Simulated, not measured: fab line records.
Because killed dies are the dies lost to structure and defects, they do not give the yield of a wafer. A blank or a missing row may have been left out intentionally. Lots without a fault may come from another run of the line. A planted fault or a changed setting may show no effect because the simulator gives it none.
fab line records -- flow n5-finfet
record lots=4, wafers=12, last-day=16
route steps=1938 shown BEOL_M4@1099 BEOL_M5@1112 PASSIVATION@1915
lots untouched by any fault: they come from a run of this same line in which no faults occurred
start-h: start of the lot's first displayed wafer, in hours after the record's first day -- wait-h: how many hours have passed since the lot's step before this one -- " identical to the entry in the row above -- L1.1+2: several wafers, shown together as one row -- - either no value or no given start -- * or withheld: withheld -- < > ~ a bound
route shown NAME@n: names a module that has steps shown in the file, with the first one's number in the route -- usual: mean/standard deviation of fault-free wafers -- same: alike in all rows -- chamber/n: place in a boat -- sites: each site's reading -- _std_site: their standard deviation -- _edge_site: outer sites' mean less inner sites' -- radius-mm: for every site, how far away it sits from the centre of the wafer -- mask NAME#n: copy n -- behind: tool/chamber where the wafer was last shaped -- hold: why the lot was held/for how many hours/how that ended -- device: names the non-switching transistor (n, p or np) -- end of line: the same wafers' tests at the end of the route -- step lacking rows: just its recipe -- killed: at the first sort, the dies lost to defects and structure; wafer yield is something else -- map: per-die view of a wafer (x killed, . not killed, _ where there is no die)
set.NAME: the run value of the setting; set.NAME@STEP: its run value at that earlier step -- model.NAME: the simulator's own value behind a step, which no gauge read
a table for each step, a row for each wafer; lots at some steps of the route
services: from which hour (start-h, from the record's first day; less than 0 if before it) a tool's chamber was out of use, for how many hours, and why
## steps
# step N5_BEOL_M4_ANNEAL_95
# recipe temp-c=400, time-s=240, ambient=vacuum
# step N5_BEOL_M4_SPUTTER_96
# recipe material=Cu, target-thk-a=45, temp-c=-20, chamber-pressure-pa=0.07, power-w=withheld, time-s=8.29
# step N5_BEOL_M4_ECD_50
# recipe material=Cu, target-thk-a=3000
# step N5_BEOL_M4_ANNEAL_51
# recipe temp-c=225, time-s=90, ambient=N2
# step N5_BEOL_M4_CMP_52
# recipe stop-on=SiOC, t-overpolish-s=6.8, down-force-psi=1, platen-rpm=50, clearing-platen-down-force-psi=1.5, clearing-platen-rpm=50, post-cmp-clean=cu-alkaline, target-thk-nm=40, clearing-platen-pad-velocity-m-s=0.99484, pad-velocity-m-s=0.99484
# step N5_BEOL_M4_PRE_CLEAN_60
# recipe gas=NH3/H2, time-s=15, temp-c=*, rf-power-w=300
# step N5_BEOL_M4_CO_CAP_55
# recipe material=Co, target-thk-a=20, temp-c=200, precursor=CCTBA/H2, pressure-torr=30, time-s=102.1
# step N5_BEOL_M4_PRE_CLEAN_56
# recipe gas=NH3, time-s=15, temp-c=withheld, rf-power-w=300
# step N5_BEOL_M4_DEP_57
# recipe material=SiCN, target-thk-a=80, temp-c=withheld, precursor=3MS/NH3, pressure-torr=3, rf-w=202, time-s=14
# step N5_BEOL_M4_RC_MEAS_101
# usual DIBL_N=37.1/1.9, DIBL_P=37.2/2.3, IOFF_N=0.18/0.04, IOFF_P=0.23/0.044, ION_N=682/11, ION_P=468/8.6, SS_N=71.9/0.68, SS_P=73.5/0.74, VT_N=248/3.4, VT_P=-248/3.4
lot.wafer,tool,chamber,start-h,wait-h,DIBL_N[mV/V],DIBL_P[mV/V],IOFF_N[nA/um],IOFF_P[nA/um],ION_N[uA/um],ION_P[uA/um],SS_N[mV/dec],SS_P[mV/dec],VT_N[mV],VT_P[mV]
L837.2,prober-01,0,226.36,0.2,34.4,36.7,0.15,0.18,683,470,71.2,73.1,252,-253
L837.3,prober-01,0,226.36,0.2,35.2,36.9,0.14,0.18,675,462,71.4,72.7,253,-254
L837.4,prober-01,0,226.36,0.2,35.6,38.5,0.16,0.20,686,469,71.0,74.2,249,-252
L843.1,prober-01,0,260.88,0.0,39.6,40.9,0.23,0.28,690,469,72.6,74.0,248,-246
L843.2,prober-01,0,260.88,0.0,36.0,36.7,0.16,0.22,664,466,71.7,73.6,249,-249
L843.5,prober-01,0,260.88,0.0,39.2,41.2,0.23,0.29,698,475,71.9,74.6,244,-245
L846.2,prober-01,0,276.37,0.2,37.3,36.2,0.18,0.19,671,449,72.3,73.6,248,-254
L846.5,prober-01,0,276.37,0.2,37.9,37.8,0.19,0.21,674,458,71.9,73.8,248,-254
L846.6,prober-01,0,276.37,0.2,36.8,35.0,0.16,0.18,662,448,72.9,73.7,251,-254
L845.3,prober-01,0,281.06,0.3,39.5,38.7,0.21,0.29,696,478,71.5,73.5,246,-246
L845.4,prober-01,0,281.06,0.3,38.5,36.9,0.18,0.25,687,475,71.7,73.5,248,-248
L845.5,prober-01,0,281.06,0.3,37.6,36.2,0.17,0.24,687,472,71.0,73.2,249,-248
# step N5_BEOL_M5_ILD_DEP_00
# recipe material=SiCOH_lowk, target-thk-a=1406.4, temp-c=300, precursor=DEMS/porogen, pressure-torr=5, rf-w=500, time-s=25.9
# step N5_BEOL_M5_CURE_79
# recipe temp-c=385, time-s=240, ambient=He/Ar, material=SiCOH_lowk
# step N5_BEOL_M5_PECVD_70
# recipe material=SiO2, target-thk-a=160, temp-c=400, precursor=TEOS/O2, pressure-torr=5.5, rf-w=450, teos-flow-sccm=53.8, gas=O2, flow-sccm=3000, time-s=18
# step N5_BEOL_M5_HM_DEP_02
# recipe material=TiN, target-thk-a=200, temp-c=25, chamber-pressure-pa=0.49996
# step N5_BEOL_M5_COAT_59
# recipe resist=SOC, temp-c=250, time-s=60, spin-rpm=1500, resist-thk-nm=60
# step N5_BEOL_M5_COAT_60
# recipe resist=SiARC, temp-c=220, time-s=60, spin-rpm=1500, resist-thk-nm=12
# step N5_BEOL_M5_COAT_71
# recipe resist=underlayer, temp-c=205, time-s=60, spin-rpm=1500, resist-thk-nm=5
# step N5_BEOL_M5_COAT_05
# recipe resist=CAR-EUV, spin-rpm=1500, resist-thk-nm=30
# step N5_BEOL_M5_EBR_07
# recipe solvent=PGMEA, ebr-width-mm=1.5
# step N5_BEOL_M5_SOFTBAKE_06
# recipe temp-c=110, time-s=60, resist=CAR-EUV
# step N5_BEOL_M5_EXPOSE_08
# recipe mask-id=M5, na=0.33, source-shape=annular, sigma-inner=0.4, sigma-outer=0.8, polarization=unpolarized, target-cd-nm=28, dose-mj=35.75
# step N5_BEOL_M5_PEB_09
# recipe peb-temp-c=100, peb-time-s=60, resist=CAR-EUV
# step N5_BEOL_M5_DEVELOP_10
# recipe develop-time-s=30, developer=TMAH, resist=CAR-EUV, rinse-liquid=surfactant-rinse, dry=air-spin, dev-temp-c=23
# step N5_BEOL_M5_DESCUM_16
# recipe chemistry=O2, time-s=7, source-power-w=50, bias-power-w=20, pressure-mtorr=20, rf-frequency-hz=2.712e+07, temp-c=40, resist=CAR-EUV, o2-flow-sccm=225
# step N5_BEOL_M5_ETCH_72
# recipe chemistry=N2/H2, target=underlayer, target-depth-a=65, mask-material=CAR-EUV, time-s=5.2, ion-energy-ev=200, pressure-mtorr=30, source-w=840, bias-w=150, n2-flow-sccm=200, h2-flow-sccm=200, ends=cleared
# step N5_BEOL_M5_ETCH_61
# recipe chemistry=CF4, target=SiARC, target-depth-a=156, mask-material=CAR-EUV, time-s=26, ion-energy-ev=80, pressure-mtorr=40, source-w=545, bias-w=36, Ar_flow_sccm=100, cf4-flow-sccm=100, ends=cleared
# step N5_BEOL_M5_ETCH_62
# recipe chemistry=N2/H2, target=SOC, target-depth-a=750, overetch-a=150, mask-material=SiARC, temp-c=40, time-s=112.5, ion-energy-ev=200, pressure-mtorr=30, source-w=840, bias-w=150, n2-flow-sccm=200, h2-flow-sccm=200
# step N5_BEOL_M5_STRIP_63
# recipe chemistry=N2/H2, temp-c=40, n2-flow-sccm=200, h2-flow-sccm=200, rf-frequency-hz=6e+07
# step N5_BEOL_M5_STRIP_73
# recipe chemistry=N2/H2, temp-c=40, n2-flow-sccm=200, h2-flow-sccm=200, rf-frequency-hz=6e+07
# step N5_BEOL_M5_STRIP_64
# recipe chemistry=CF4, resist=SiARC, power-w=300, bias-power-w=75, pressure-mtorr=50, cf4-flow-sccm=150, rf-frequency-hz=6e+07
# step N5_BEOL_M5_HM_OPEN_17
# recipe chemistry=Cl2/BCl3, target-depth-a=200, overetch-a=60, target=TiN, mask-material=SOC, ion-energy-ev=150, pressure-mtorr=10, icp-w=1000, bias-w=126, Cl2_flow_sccm=53.25, bcl3-flow-sccm=21.75, Ar_flow_sccm=25
# step N5_BEOL_M5_STRIP_19
# recipe chemistry=O2, power-w=400, temp-c=40, pressure-mtorr=30, rf-frequency-hz=6e+07, bias-power-w=0, overash-fraction=0.2, o2-flow-sccm=225
# step N5_BEOL_M5_COAT_65
# recipe resist=SOC, temp-c=250, time-s=60, spin-rpm=1500, resist-thk-nm=60
# step N5_BEOL_M5_COAT_66
# recipe resist=SiARC, temp-c=220, time-s=60, spin-rpm=1500, resist-thk-nm=12
# step N5_PASSIVATION_PECVD_53
# recipe material=SiO2, target-thk-a=8000, temp-c=400, precursor=TEOS/O2, pressure-torr=6.5, rf-w=withheld, teos-flow-sccm=withheld, gas=O2, flow-sccm=2650, time-s=169.4
# usual run-length-s=197.5/0.6
lot.wafer,tool,chamber,start-h,wait-h,run-length-s,model.SiO2_of_PASSIVATION_PECVD_53.thk-nm
L837.2,pecvd-02,0,324.46,0.0,197.6,787.8
L837.3,pecvd-02,1,324.46,0.0,197.3,798.2
L837.4,pecvd-02,2,324.46,0.0,197.7,795.8
L843.1,pecvd-02,1,363.92,0.0,277.8,1169
L843.2,pecvd-02,0,363.92,0.0,277.9,1158
L843.5,pecvd-02,0,363.92,0.0,277.9,1184
L846.2,pecvd-01,2,373.01,0.0,197.0,796.6
L846.5,pecvd-01,1,373.01,0.0,197.8,800.8
L846.6,pecvd-01,0,373.01,0.0,198.1,807.4
L845.3,pecvd-02,0,378.30,0.0,197.1,804.4
L845.4,pecvd-02,1,378.30,0.0,197.3,811
L845.5,pecvd-02,2,378.30,0.0,278.1,1187
# step N5_PASSIVATION_PROBE_49
# usual defect-limited-yield=91.5/1.4, killed_at_M0_to_M3=32/9.7, killed_at_M4_up=14/5.3, killed-at-contacts=11/6, killed-at-front-end=39/14, killed-at-other=3.3/2.7, killed-dies=100/17, killed-on-rim=14/4, killed-open=66/13, killed-short=32/7.4, sort_bin_5_function=4.9/0.9, sort_bin_6_memory=3.2/0.72, sort-n-pass=1080/17, sort-yield-pct=91.5/1.4
# same gross-dies=1180, killed-at-back-side=0, sort_bin_4_leakage[%]=0, sort_bin_8_speed[%]=0
lot.wafer,tool,chamber,start-h,wait-h,defect-limited-yield[%],killed_at_M0_to_M3,killed_at_M4_up,killed-at-contacts,killed-at-front-end,killed-at-other,killed-dies,killed-on-rim,killed-open,killed-short,sort_bin_5_function[%],sort_bin_6_memory[%],sort-n-pass,sort-yield-pct[%]
L843.1,prober-02,-,367.85,0.0,0,28,3,5,29,1115,1180,152,44,20,97.5,2.4,0,0
L843.2,prober-02,-,367.90,0.1,0,39,9,28,51,1053,1180,152,96,36,95.5,4.0,0,0
L843.5,prober-02,-,368.05,0.2,0,19,7,14,32,1108,1180,152,62,17,97.6,2.3,0,0
L845.5,prober-01,-,382.58,0.2,0,35,9,15,84,1037,1180,152,107,40,94.1,5.6,0,0
# killed by level:class
L843.1 PASSIVATION:area-pecvd=1114 BEOL_M2:geometric-particle:open=9 GATE_CUT:geometric-particle:open=5 MOL_CONTACT_COAG:geometric-particle:open=5 BEOL_M0_SAQP:geometric-particle:short=5 BEOL_M3:geometric-particle:open=5 FIN_SAQP:geometric-particle:short=4 GATE_CUT:geometric-particle:short=4
L843.2 PASSIVATION:area-pecvd=1047 MOL_CONTACT_COAG:geometric-particle:open=24 FIN_SAQP:geometric-particle:open=17 STI_FIN_REVEAL:geometric-particle:open=10 BEOL_M3:geometric-particle:open=9 BEOL_M0_SAQP:geometric-particle:short=7 BEOL_M0_SAQP:geometric-particle:open=6 BEOL_M2:geometric-particle:open=6
L843.5 PASSIVATION:area-pecvd=1100 MOL_CONTACT_COAG:geometric-particle:open=13 DUMMY_GATE:geometric-particle:open=9 FIN_SAQP:geometric-particle:open=6 BEOL_M0:geometric-particle:open=6 STI_FIN_REVEAL:geometric-particle:open=5 PASS1_DEP:geometric-particle:open=5 BEOL_M4:geometric-particle:open=3
L845.5 PASSIVATION:area-pecvd=1033 FIN_SAQP:geometric-particle:open=25 STI_FIN_REVEAL:geometric-particle:open=20 MOL_CONTACT_COAG:geometric-particle:open=13 BEOL_M2:geometric-particle:open=10 FIN_SAQP:geometric-particle:short=7 ILD0:geometric-particle:short=6 ILD0:geometric-particle:open=6
# map L843.1 (x killed, . not)
_________________xxxxxxxxxxxx________________
______________xxxxxxxxxxxxxxxxxx_____________
___________xxxxxxxxxxxxxxxxxxxxxxxx__________
__________xxxxxxxxxxxxxxxxxxxxxxxxxx_________
________xxxxxxxxxxxxxxxxxxxxxxxxxxxxxx_______
_______xxxxxxxxxxxxxxxxxxxxxxxxxxxxxxxx______
______xxxxxxxxxxxxxxxxxxxxxxxxxxxxxxxxxx_____
_____xxxxxxxxxxxxxxxxxxxxxxxxxxxxxxxxxxxx____
____xxxxxxxxxxxxxxxxxxxxxxxxxxxxxxxxxxxxxx___
___xxxxxxxxxxxxxxxxxxxxxxxxxxxxxxxxxxxxxxxx__
___xxxxxxxxxxxxxxxxxxxxxxxxxxxxxxxxxxxxxxxx__
__xxxxxxxxxxxxxxxxxxxxxxxxxxxxxxxxxxxxxxxxxx_
__xxxxxxxxxxxxxxxxxxxxxxxxxxxxxxxxxxxxxxxxxx_
_xxxxxxxxxxxxxxxxxxxxxxxxxxxxxxxxxxxxxxxxxxxx
_xxxxxxxxxxxxxxxxxxxxxxxxxxxxxxxxxxxxxxxxxxxx
_xxxxxxxxxxxxxxxxxxxxxxxxxxxxxxxxxxxxxxxxxxxx
_xxxxxxxxxxxxxxxxxxxxxxxxxxxxxxxxxxxxxxxxxxxx
_xxxxxxxxxxxxxxxxxxxxxxxxxxxxxxxxxxxxxxxxxxxx
_xxxxxxxxxxxxxxxxxxxxxxxxxxxxxxxxxxxxxxxxxxxx
_xxxxxxxxxxxxxxxxxxxxxxxxxxxxxxxxxxxxxxxxxxxx
_xxxxxxxxxxxxxxxxxxxxxxxxxxxxxxxxxxxxxxxxxxxx
__xxxxxxxxxxxxxxxxxxxxxxxxxxxxxxxxxxxxxxxxxx_
__xxxxxxxxxxxxxxxxxxxxxxxxxxxxxxxxxxxxxxxxxx_
___xxxxxxxxxxxxxxxxxxxxxxxxxxxxxxxxxxxxxxxx__
___xxxxxxxxxxxxxxxxxxxxxxxxxxxxxxxxxxxxxxxx__
____xxxxxxxxxxxxxxxxxxxxxxxxxxxxxxxxxxxxxx___
_____xxxxxxxxxxxxxxxxxxxxxxxxxxxxxxxxxxxx____
______xxxxxxxxxxxxxxxxxxxxxxxxxxxxxxxxxx_____
_______xxxxxxxxxxxxxxxxxxxxxxxxxxxxxxxx______
________xxxxxxxxxxxxxxxxxxxxxxxxxxxxxx_______
__________xxxxxxxxxxxxxxxxxxxxxxxxxx_________
___________xxxxxxxxxxxxxxxxxxxxxxxx__________
______________xxxxxxxxxxxxxxxxxx_____________
_________________xxxxxxxxxxxx________________
# map L845.5 (x killed, . not)
_________________xxxxxxxxxxxx________________
______________xxxxxxxxxxxxxxxxxx_____________
___________xxxxxxxxxxxxxxxxxxxxxxxx__________
__________xxxxxxxxxxxxxxxxxxxxxxxxxx_________
________xxxxxxxxxxxxxxxxxxxxxxxxxxxxxx_______
_______xxxxxxxxxxxxxxxxxxxxxxxxxxxxxxxx______
______xxxxxxxxxxxxxxxxxxxxxxxxxxxxxxxxxx_____
_____xxxxxxxxxxxxxxxxxxxxxxxxxxxxxxxxxxxx____
____xxxxxxxxxxxxxxxxxxxxxxxxxxxxxxxxxxxxxx___
___xxxxxxxxxxxxxxxxxxxxxxxxxxxxxxxxxxxxxxxx__
___xxxxxxxxxxxxxxxxxxxxxxxxxxxxxxxxxxxxxxxx__
__xxxxxxxxxxxxxxxxxxxxxxxxxxxxxxxxxxxxxxxxxx_
__xxxxxxxxxxxxxxxxxxxxxxxxxxxxxxxxxxxxxxxxxx_
_xxxxxxxxxxxxxxxxxxxxxxxxxxxxxxxxxxxxxxxxxxxx
_xxxxxxxxxxxxxxxxxxxxxxxxxxxxxxxxxxxxxxxxxxxx
_xxxxxxxxxxxxxxxxxxxxxxxxxxxxxxxxxxxxxxxxxxxx
_xxxxxxxxxxxxxxxxxxxxxxxxxxxxxxxxxxxxxxxxxxxx
_xxxxxxxxxxxxxxxxxxxxxxxxxxxxxxxxxxxxxxxxxxxx
_xxxxxxxxxxxxxxxxxxxxxxxxxxxxxxxxxxxxxxxxxxxx
_xxxxxxxxxxxxxxxxxxxxxxxxxxxxxxxxxxxxxxxxxxxx
_xxxxxxxxxxxxxxxxxxxxxxxxxxxxxxxxxxxxxxxxxxxx
__xxxxxxxxxxxxxxxxxxxxxxxxxxxxxxxxxxxxxxxxxx_
__xxxxxxxxxxxxxxxxxxxxxxxxxxxxxxxxxxxxxxxxxx_
___xxxxxxxxxxxxxxxxxxxxxxxxxxxxxxxxxxxxxxxx__
___xxxxxxxxxxxxxxxxxxxxxxxxxxxxxxxxxxxxxxxx__
____xxxxxxxxxxxxxxxxxxxxxxxxxxxxxxxxxxxxxx___
_____xxxxxxxxxxxxxxxxxxxxxxxxxxxxxxxxxxxx____
______xxxxxxxxxxxxxxxxxxxxxxxxxxxxxxxxxx_____
_______xxxxxxxxxxxxxxxxxxxxxxxxxxxxxxxx______
________xxxxxxxxxxxxxxxxxxxxxxxxxxxxxx_______
__________xxxxxxxxxxxxxxxxxxxxxxxxxx_________
___________xxxxxxxxxxxxxxxxxxxxxxxx__________
______________xxxxxxxxxxxxxxxxxx_____________
_________________xxxxxxxxxxxx________________
## services
tool,chamber,start-h,hours,kind
pecvd-02,-,334.10,1.0,repair
## key
first-sign step=N5_PASSIVATION_PECVD_53, reading=run-length-s, direction=up, sigmas=99+, usual=*, struck=*
effect step=N5_PASSIVATION_PROBE_49, reading=killed-at-other, direction=up, sigmas=99+, usual=3.3, struck=1078.2
model-effect step=N5_PASSIVATION_PECVD_53, value=SiO2_of_PASSIVATION_PECVD_53.thk-nm, without=796.7, struck=1174
more-kills-born-at N5_PASSIVATION_PECVD_53@pecvd-02=4294
met-at N5_PASSIVATION_PECVD_53
struck-wafers L843.1,L843.2,L843.5,L845.5
later-rows-left-out L843.1,L843.2,L843.5,L845.5
onset-between 324.46 363.92
fault kind=process-parameter-drift, tool=pecvd-02, chamber=-, onset-h=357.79, steps=N5_PASSIVATION_PECVD_53, channel=time-s, offset=*, shape=step, end-h=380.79, scope=struck-wafers-only, acts-in=*, stated=*
# later-rows-left-out: the simulator's readings of these wafers behind a module that went badly wrong aren't trusted and aren't shown, but for the sort
